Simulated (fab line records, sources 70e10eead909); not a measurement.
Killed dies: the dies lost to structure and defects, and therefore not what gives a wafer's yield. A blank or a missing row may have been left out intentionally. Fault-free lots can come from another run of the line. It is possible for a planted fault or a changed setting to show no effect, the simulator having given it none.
Which tool did it?	flow nandHarc	24 lots with 72 wafers sampled at 6 steps, on a route of 1302 steps

WHAT EACH GAUGE READ, for each wafer
No reading from a measuring or inspecting step in the record can be judged against a usual standard deviation.

WHICH TOOL RAN EACH LOT (tool, then ch and the chambers of the sampled wafers, then the start)
lot	NHARC_A_CHANNEL_FILL_D2_ETCHBACK_08	NHARC_A_STAIRCASE_TRIM_14	NHARC_A_STAIRCASE_TRIM_22	NHARC_A_STAIRCASE_STRIP_175	NHARC_A_STAIRCASE_ETCH_190	NHARC_A_STAIRCASE_TRIM_191
L074	rieDiel-11 ch 0,2,3, day 15 15:11 or earlier	rieDiel-03 ch 1,3, day 15 15:11 or earlier	rieDiel-05 ch 0,3, day 15 15:11 or earlier	plasmaAsher-01 ch 1, day 15 15:11	rieDiel-03 ch 1,2, no start	rieDiel-03 ch 0,2,3, no start
L075	rieDiel-08 ch 0,2, day 15 22:46 or earlier	rieDiel-03 ch 0,1,3, day 15 22:46 or earlier	rieDiel-03 ch 0,2,3, day 15 22:46 or earlier	plasmaAsher-02 ch 0,1, day 15 22:46	rieDiel-03 ch 0,2, no start	rieDiel-03 ch 0,1, no start
L078	rieDiel-04 ch 0,1,2, day 16 21:50 or earlier	rieDiel-02 ch 0,1, day 16 21:50 or earlier	rieDiel-05 ch 0,2, day 16 21:50 or earlier	plasmaAsher-02 ch 0,1, day 16 21:50	rieDiel-03 ch 2,3, no start	rieDiel-03 ch 2,3, no start
L076	rieDiel-11 ch 0,3, day 17 04:15 or earlier	rieDiel-05 ch 0,3, day 17 04:15 or earlier	rieDiel-05 ch 0,1,2, day 17 04:15 or earlier	plasmaAsher-01 ch 0,1, day 17 04:15	rieDiel-03 ch 0,2, no start	rieDiel-03 ch 0,3, no start
L077	rieDiel-04 ch 0,1,3, day 17 06:35 or earlier	rieDiel-03 ch 0,3, day 17 06:35 or earlier	rieDiel-03 ch 0,2, day 17 06:35 or earlier	plasmaAsher-02 ch 0,1, day 17 06:35	rieDiel-05 ch 1,2,3, no start	rieDiel-05 ch 0,2,3, no start
L079	rieDiel-08 ch 0,3, day 17 09:50 or earlier	rieDiel-02 ch 1,2,3, day 17 09:50 or earlier	rieDiel-03 ch 0,2,3, day 17 09:50 or earlier	plasmaAsher-01 ch 0,1, day 17 09:50	rieDiel-03 ch 0,2,3, no start	rieDiel-03 ch 0,2,3, no start
L080	rieDiel-04 ch 1,2, day 18 05:07 or earlier	rieDiel-02 ch 1,2,3, day 18 05:07 or earlier	rieDiel-02 ch 0,2,3, day 18 05:07 or earlier	plasmaAsher-02 ch 0, day 18 05:07	rieDiel-03 ch 0,2,3, no start	rieDiel-03 ch 0,2, no start
L082	rieDiel-08 ch 0,1,2, day 18 20:11 or earlier	rieDiel-03 ch 0,2,3, day 18 20:11 or earlier	rieDiel-03 ch 0,2,3, day 18 20:11 or earlier	plasmaAsher-01 ch 0,1, day 18 20:11	rieDiel-03 ch 0,2,3, no start	rieDiel-03 ch 0,1,2, no start
L081	rieDiel-11 ch 1,2,3, day 18 20:49 or earlier	rieDiel-02 ch 0,1,2, day 18 20:49 or earlier	rieDiel-05 ch 0,1, day 18 20:49 or earlier	plasmaAsher-01 ch 0,1, day 18 20:49	rieDiel-02 ch 0,2, no start	rieDiel-02 ch 1,3, no start
L085	rieDiel-11 ch 1,2, day 20 01:28 or earlier	rieDiel-02 ch 1,3, day 20 01:28 or earlier	rieDiel-02 ch 1,2,3, day 20 01:28 or earlier	plasmaAsher-02 ch 0,1, day 20 01:28	rieDiel-02 ch 0,2,3, no start	rieDiel-02 ch 0,1,2, no start
L083	rieDiel-08 ch 0,1,3, day 20 01:56 or earlier	rieDiel-05 ch 1,2,3, day 20 01:56 or earlier	rieDiel-05 ch 0,1,3, day 20 01:56 or earlier	plasmaAsher-02 ch 0,1, day 20 01:56	rieDiel-02 ch 0,1,2, no start	rieDiel-02 ch 0,1,2, no start
L084	rieDiel-08 ch 0,2,3, day 20 12:44 or earlier	rieDiel-02 ch 2,3, day 20 12:44 or earlier	rieDiel-02 ch 1,2,3, day 20 12:44 or earlier	plasmaAsher-02 ch 0,1, day 20 12:44	rieDiel-02 ch 0,1, no start	rieDiel-02 ch 0,2, no start
L086	rieDiel-11 ch 0,2, day 20 13:34 or earlier	rieDiel-05 ch 0,2,3, day 20 13:34 or earlier	rieDiel-05 ch 0,3, day 20 13:34 or earlier	plasmaAsher-01 ch 0,1, day 20 13:34	rieDiel-05 ch 1,2, no start	rieDiel-05 ch 0,1, no start
L087	rieDiel-04 ch 2,3, day 21 06:34 or earlier	rieDiel-02 ch 2,3, day 21 06:34 or earlier	rieDiel-02 ch 1,2,3, day 21 06:34 or earlier	plasmaAsher-01 ch 0,1, day 21 06:34	rieDiel-02 ch 0,3, no start	rieDiel-02 ch 0,3, no start
L088	rieDiel-04 ch 0,1,2, day 21 13:19 or earlier	rieDiel-05 ch 0,1,3, day 21 13:19 or earlier	rieDiel-03 ch 1,2, day 21 13:19 or earlier	plasmaAsher-02 ch 0,1, day 21 13:19	rieDiel-05 ch 0,1,2, no start	rieDiel-05 ch 0,1,2, no start
L089	rieDiel-08 ch 0,1,3, day 21 18:34 or earlier	rieDiel-05 ch 0,3, day 21 18:34 or earlier	rieDiel-03 ch 2,3, day 21 18:34 or earlier	plasmaAsher-02 ch 0,1, day 21 18:34	rieDiel-02 ch 1,2,3, no start	rieDiel-02 ch 0,3, no start
L090	rieDiel-11 ch 0,2,3, day 22 13:58 or earlier	rieDiel-05 ch 1,2,3, day 22 13:58 or earlier	rieDiel-02 ch 0,2,3, day 22 13:58 or earlier	plasmaAsher-02 ch 0,1, day 22 13:58	rieDiel-05 ch 0,3, no start	rieDiel-05 ch 0,1, no start
L091	rieDiel-04 ch 0,2, day 22 21:35 or earlier	rieDiel-02 ch 0,2, day 22 21:35 or earlier	rieDiel-02 ch 0,1, day 22 21:35 or earlier	plasmaAsher-02 ch 0,1, day 22 21:35	rieDiel-05 ch 0,2,3, no start	rieDiel-05 ch 0,3, no start
L092	rieDiel-11 ch 1,2,3, day 22 22:25 or earlier	rieDiel-05 ch 0,1,3, day 22 22:25 or earlier	rieDiel-02 ch 0,2, day 22 22:25 or earlier	plasmaAsher-02 ch 0,1, day 22 22:25	rieDiel-05 ch 0,2, no start	rieDiel-05 ch 1,2, no start
L093	rieDiel-11 ch 2,3, day 24 01:23 or earlier	rieDiel-05 ch 1,2, day 24 01:23 or earlier	rieDiel-05 ch 1,2,3, day 24 01:23 or earlier	plasmaAsher-01 ch 1, day 24 01:23	rieDiel-02 ch 1,3, no start	rieDiel-02 ch 0,2,3, no start
L095	rieDiel-11 ch 1,2, day 24 10:49 or earlier	rieDiel-02 ch 2,3, day 24 10:49 or earlier	rieDiel-03 ch 0,1,3, day 24 10:49 or earlier	plasmaAsher-01 ch 0,1, day 24 10:49	rieDiel-02 ch 0,3, no start	rieDiel-02 ch 1,2,3, no start
L094	rieDiel-11 ch 1,3, day 24 11:04 or earlier	rieDiel-03 ch 1,2, day 24 11:04 or earlier	rieDiel-03 ch 0,1,3, day 24 11:04 or earlier	plasmaAsher-02 ch 1, day 24 11:04	rieDiel-02 ch 0,1,3, no start	rieDiel-02 ch 0,3, no start
L096	rieDiel-04 ch 0,1,3, day 24 23:49 or earlier	rieDiel-03 ch 0,1, day 24 23:49 or earlier	rieDiel-03 ch 0,1,2, day 24 23:49 or earlier	plasmaAsher-02 ch 0,1, day 24 23:49	rieDiel-05 ch 0,1,2, no start	rieDiel-05 ch 0,2, no start
L097	rieDiel-11 ch 0,1,2, day 25 15:46 or earlier	rieDiel-03 ch 0,1, day 25 15:46 or earlier	rieDiel-02 ch 0,2, day 25 15:46 or earlier	plasmaAsher-01 ch 0,1, day 25 15:46	rieDiel-05 ch 0,1, no start	rieDiel-05 ch 0,2, no start
- NHARC_A_CHANNEL_FILL_D2_ETCHBACK_08: etches the open film in C4F8, target depth 220 nm, time 110 s.
- NHARC_A_STAIRCASE_TRIM_14: chemistry O2, time 211.2 s.
- NHARC_A_STAIRCASE_TRIM_22: chemistry O2, time 211.2 s.
- NHARC_A_STAIRCASE_STRIP_175: strips in O2.
- NHARC_A_STAIRCASE_ETCH_190: etches the open film in C4F8/O2, target depth 100 nm, time 40.5 s.
- NHARC_A_STAIRCASE_TRIM_191: chemistry O2, time 211.2 s.

WHAT THE TOOLS THEMSELVES READ (means of the sampled wafers that have a number; where no wafer has one, the mark that the record gives instead)
NHARC_A_CHANNEL_FILL_D2_ETCHBACK_08. Usual: oesProductAu 0.96 a.u., standard deviation 0.037; rfVppV 440.5 V, standard deviation 2.1.
lot	tool	oesProductAu (a.u.)	rfVppV (V)	flag
L074	rieDiel-11	0.92	439.8	
L075	rieDiel-08	0.93	440.8	
L078	rieDiel-04	1.01	439.2	
L076	rieDiel-11	0.93	439.0	
L077	rieDiel-04	1.01	439.6	
L079	rieDiel-08	0.99	441.6	
L080	rieDiel-04	0.99	441.5	
L082	rieDiel-08	0.92	441.2	
L081	rieDiel-11	0.93	441.0	
L085	rieDiel-11	0.99	443.6	
L083	rieDiel-08	0.92	441.8	
L084	rieDiel-08	0.99	440.2	
L086	rieDiel-11	0.99	439.5	
L087	rieDiel-04	0.95	443.2	
L088	rieDiel-04	0.99	439.8	
L089	rieDiel-08	1.00	441.0	
L090	rieDiel-11	0.92	439.4	
L091	rieDiel-04	0.93	438.3	
L092	rieDiel-11	1.00	441.0	
L093	rieDiel-11	0.92	439.8	
L095	rieDiel-11	0.99	442.8	
L094	rieDiel-11	0.92	442.1	
L096	rieDiel-04	1.00	440.5	
L097	rieDiel-11	0.99	440.7	

NHARC_A_STAIRCASE_TRIM_14. Usual: drypumpMotorCurrentA 6.0 A, standard deviation 0.4; oesProductAu 0.997 a.u., standard deviation 0.0096; rfVppV 57.7 V, standard deviation 0.8; showerheadPlenumPTorr 3.48 Torr, standard deviation 0.12; throttleValvePct 17.038 %, standard deviation 0.0094.
lot	tool	drypumpMotorCurrentA (A)	oesProductAu (a.u.)	rfVppV (V)	showerheadPlenumPTorr (Torr)	throttleValvePct (%)	flag
L074	rieDiel-03	5.8	0.997	59.0	3.61	17.030	
L075	rieDiel-03	5.9	0.991	57.8	3.59	17.034	
L078	rieDiel-02	5.8	0.998	57.3	3.47	17.029	
L076	rieDiel-05	5.7	0.993	57.3	3.47	17.040	
L077	rieDiel-03	6.1	0.991	57.2	3.55	17.041	
L079	rieDiel-02	6.0	1.000	57.4	3.42	17.032	
L080	rieDiel-02	6.1	1.004	57.5	3.41	17.035	
L082	rieDiel-03	6.2	0.985	58.1	3.47	17.046	
L081	rieDiel-02	5.9	1.003	57.5	3.44	17.048	
L085	rieDiel-02	6.1	1.009	57.5	3.47	17.052	
L083	rieDiel-05	5.8	0.984	57.2	3.55	17.033	
L084	rieDiel-02	6.1	1.007	57.5	3.43	17.035	
L086	rieDiel-05	5.9	0.991	57.7	3.42	17.045	
L087	rieDiel-02	6.1	1.004	58.6	3.38	17.033	
L088	rieDiel-05	6.0	0.995	57.8	3.49	17.035	
L089	rieDiel-05	5.7	1.003	57.7	3.45	17.042	
L090	rieDiel-05	5.7	0.993	57.7	3.53	17.038	
L091	rieDiel-02	5.7	1.011	58.1	3.49	17.043	
L092	rieDiel-05	6.0	0.990	57.1	3.48	17.029	
L093	rieDiel-05	5.9	0.996	57.8	3.48	17.041	
L095	rieDiel-02	6.0	1.009	56.5	3.36	17.041	
L094	rieDiel-03	6.3	0.992	57.2	3.39	17.043	
L096	rieDiel-03	5.6	0.999	57.6	3.59	17.025	
L097	rieDiel-03	5.6	1.000	58.2	3.56	17.039	

NHARC_A_STAIRCASE_TRIM_22. Usual: drypumpMotorCurrentA 6.0 A, standard deviation 0.41; oesProductAu 0.997 a.u., standard deviation 0.009; rfVppV 57.7 V, standard deviation 0.9; showerheadPlenumPTorr 3.47 Torr, standard deviation 0.13; throttleValvePct 17.036 %, standard deviation 0.0098.
lot	tool	drypumpMotorCurrentA (A)	oesProductAu (a.u.)	rfVppV (V)	showerheadPlenumPTorr (Torr)	throttleValvePct (%)	flag
L074	rieDiel-05	5.7	1.007	58.4	3.47	17.045	
L075	rieDiel-03	6.2	0.991	57.4	3.48	17.034	
L078	rieDiel-05	6.1	1.000	57.8	3.39	17.024	
L076	rieDiel-05	6.2	0.995	57.1	3.47	17.044	
L077	rieDiel-03	6.3	0.985	58.0	3.40	17.035	
L079	rieDiel-03	6.2	0.987	58.1	3.47	17.043	
L080	rieDiel-02	5.9	1.004	58.0	3.48	17.035	
L082	rieDiel-03	6.2	0.992	58.2	3.47	17.035	
L081	rieDiel-05	6.4	0.988	58.3	3.54	17.027	
L085	rieDiel-02	6.0	1.000	56.8	3.41	17.041	
L083	rieDiel-05	6.0	0.991	57.2	3.50	17.048	
L084	rieDiel-02	6.0	1.001	57.2	3.40	17.042	
L086	rieDiel-05	5.7	0.996	58.2	3.45	17.036	
L087	rieDiel-02	6.0	0.997	58.0	3.40	17.039	
L088	rieDiel-03	5.9	0.993	57.4	3.52	17.041	
L089	rieDiel-03	6.5	0.995	56.6	3.37	17.037	
L090	rieDiel-02	5.9	1.007	57.9	3.46	17.039	
L091	rieDiel-02	5.9	1.001	59.0	3.45	17.031	
L092	rieDiel-02	5.9	1.015	57.1	3.40	17.040	
L093	rieDiel-05	5.7	0.996	58.4	3.52	17.037	
L095	rieDiel-03	5.9	0.993	58.1	3.56	17.043	
L094	rieDiel-03	5.9	0.991	57.8	3.55	17.046	
L096	rieDiel-03	6.0	0.995	57.9	3.48	17.038	
L097	rieDiel-02	5.9	1.006	57.0	3.39	17.035	

NHARC_A_STAIRCASE_STRIP_175. Usual: drypumpMotorCurrentA 5.2 A, standard deviation 0.5; heaterPowerW 316 W, standard deviation 31.
lot	tool	drypumpMotorCurrentA (A)	heaterPowerW (W)	flag
L074	plasmaAsher-01	5.9	345	
L075	plasmaAsher-02	4.8	317	
L078	plasmaAsher-02	4.8	317	
L076	plasmaAsher-01	5.9	319	
L077	plasmaAsher-02	4.8	316	
L079	plasmaAsher-01	5.8	319	
L080	plasmaAsher-02	4.9	296	
L082	plasmaAsher-01	5.9	317	
L081	plasmaAsher-01	5.8	322	
L085	plasmaAsher-02	4.8	336	
L083	plasmaAsher-02	4.8	309	
L084	plasmaAsher-02	4.8	331	
L086	plasmaAsher-01	5.8	303	
L087	plasmaAsher-01	5.9	320	
L088	plasmaAsher-02	4.8	318	
L089	plasmaAsher-02	4.8	328	
L090	plasmaAsher-02	4.8	316	
L091	plasmaAsher-02	4.8	332	
L092	plasmaAsher-02	4.8	335	
L093	plasmaAsher-01	5.9	325	
L095	plasmaAsher-01	5.8	283	
L094	plasmaAsher-02	4.7	342	
L096	plasmaAsher-02	4.8	311	
L097	plasmaAsher-01	5.9	306	

NHARC_A_STAIRCASE_ETCH_190. Usual: oesProductAu 0.935 a.u., standard deviation 0.012; rfVppV 894 V, standard deviation 4.7.
lot	tool	oesProductAu (a.u.)	rfVppV (V)	flag
L074	rieDiel-03	0.925	893	
L075	rieDiel-03	0.934	891	
L078	rieDiel-03	0.920	894	
L076	rieDiel-03	0.926	895	
L077	rieDiel-05	0.939	897	
L079	rieDiel-03	0.937	894	
L080	rieDiel-03	0.926	894	
L082	rieDiel-03	0.936	893	
L081	rieDiel-02	0.942	892	
L085	rieDiel-02	0.940	893	
L083	rieDiel-02	0.926	892	
L084	rieDiel-02	0.942	893	
L086	rieDiel-05	0.929	896	
L087	rieDiel-02	0.940	897	
L088	rieDiel-05	0.940	893	
L089	rieDiel-02	0.960	892	
L090	rieDiel-05	0.943	890	
L091	rieDiel-05	0.932	892	
L092	rieDiel-05	0.930	888	
L093	rieDiel-02	0.931	893	
L095	rieDiel-02	0.950	895	
L094	rieDiel-02	0.932	894	
L096	rieDiel-05	0.925	893	
L097	rieDiel-05	0.941	901	

NHARC_A_STAIRCASE_TRIM_191. Usual: drypumpMotorCurrentA 6.0 A, standard deviation 0.42; oesProductAu 0.998 a.u., standard deviation 0.01; rfVppV 57.6 V, standard deviation 0.97; showerheadPlenumPTorr 3.47 Torr, standard deviation 0.13; throttleValvePct 17.037 %, standard deviation 0.009.
lot	tool	drypumpMotorCurrentA (A)	oesProductAu (a.u.)	rfVppV (V)	showerheadPlenumPTorr (Torr)	throttleValvePct (%)	flag
L074	rieDiel-03	6.2	0.992	57.7	3.48	17.032	
L075	rieDiel-03	5.7	0.994	57.8	3.60	17.052	
L078	rieDiel-03	6.4	0.992	57.4	3.46	17.041	
L076	rieDiel-03	5.9	0.994	56.7	3.56	17.040	
L077	rieDiel-05	5.9	0.994	57.8	3.43	17.034	
L079	rieDiel-03	6.2	0.992	57.4	3.47	17.035	
L080	rieDiel-03	6.0	0.987	58.1	3.48	17.041	
L082	rieDiel-03	6.0	0.993	57.2	3.50	17.038	
L081	rieDiel-02	6.0	0.995	57.9	3.43	17.039	
L085	rieDiel-02	5.8	1.000	58.2	3.44	17.040	
L083	rieDiel-02	5.9	0.998	57.4	3.44	17.039	
L084	rieDiel-02	5.7	0.997	57.2	3.49	17.034	
L086	rieDiel-05	6.5	0.991	57.4	3.40	17.044	
L087	rieDiel-02	5.9	1.007	58.3	3.52	17.031	
L088	rieDiel-05	6.2	0.994	57.2	3.45	17.039	
L089	rieDiel-02	5.8	1.007	58.2	3.55	17.036	
L090	rieDiel-05	6.4	0.998	57.4	3.52	17.042	
L091	rieDiel-05	5.7	0.994	57.2	3.44	17.038	
L092	rieDiel-05	6.1	0.992	58.9	3.57	17.037	
L093	rieDiel-02	5.9	1.012	57.8	3.45	17.040	
L095	rieDiel-02	6.1	1.006	57.7	3.39	17.033	
L094	rieDiel-02	5.9	1.015	57.6	3.51	17.045	
L096	rieDiel-05	6.4	0.990	55.8	3.31	17.031	
L097	rieDiel-05	6.1	1.005	57.7	3.54	17.036	

THE ANSWER, worked out from the rows above alone
Rule: a lot counts as off when the mean over its wafers that have a number is more than 3 standard deviations away from the usual mean. A lot without any number at a reading at which 4 lots or more have one is off too. Any other lot the step has rows for is counted as sound. After the gauges, taken in route order, come the tools' own readings; for these a lot's mean is taken, as printed above. At the first step where some lot is off, the reading lying furthest off is the one used; lots without a number count as furthest.
Across all readings shown, no lot is off: no conclusion can be drawn from this.

WHAT HAD BEEN PUT IN BY THE SIMULATOR
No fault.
